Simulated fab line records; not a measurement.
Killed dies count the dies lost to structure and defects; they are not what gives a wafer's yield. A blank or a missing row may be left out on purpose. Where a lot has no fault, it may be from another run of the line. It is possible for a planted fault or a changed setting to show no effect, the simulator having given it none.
Chamber matching -- flow n5 finfet -- rie si-01 running N5_FIN_SAQP_MANDREL2_REMOVE_60: 4 sister chambers
The step chemistry HBr/Cl2/O2, target a-Si, stops on SiNx, bt time 10 s. 8 wafers are shown with their chamber, then 8 later ones without.

## WAFERS, EACH WITH ITS CHAMBER
wafer,chamber,throttle valve pct (%),oes_o_777_au (a.u.)
L084.1,2,36.43,1.04
L084.3,1,36.80,1.01
L084.5,1,36.79,1.00
L086.4,2,36.42,1.03
L086.5,3,36.43,1.03
L087.4,3,36.42,1.03
L087.5,0,36.47,1.08
L092.4,0,36.48,1.08

## WAFERS WITH NO CHAMBER GIVEN
wafer,throttle valve pct (%),oes_o_777_au (a.u.)
L092.5,36.48,1.08
L092.6,36.80,1.01
L093.1,36.79,1.01
L093.2,36.44,1.03
L093.6,36.82,1.02
L097.2,36.42,1.03
L097.3,36.50,1.08
L097.5,36.44,1.03

## CHAMBER TAKEN BY EACH
wafer,from the rows above,in truth
L092.5,0,0
L092.6,1,1
L093.1,1,1
L093.2,can't be placed: 3 or 2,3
L093.6,1,1
L097.2,can't be placed: 3 or 2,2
L097.3,0,0
L097.5,can't be placed: 3 or 2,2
5 of 8 placed correctly. From these rows, 3 cannot be placed; in 3 the true chamber is one of the candidates. Placed wrongly: 0.
How it was worked out, from the rows above alone: a wafer's distance from a chamber is the root of the sum, over the readings, of the square of ((its reading less the chamber's mean) divided by the reading's scatter). The wafer belongs to the nearest chamber; if the next one is less than 2 further off, it can't be placed. For every chamber, the mean is computed from those of its wafers that are shown. The scatter: the root of (the sum of the squares of (reading less its chamber's mean) over the shown wafers, divided by (wafers less chambers)).
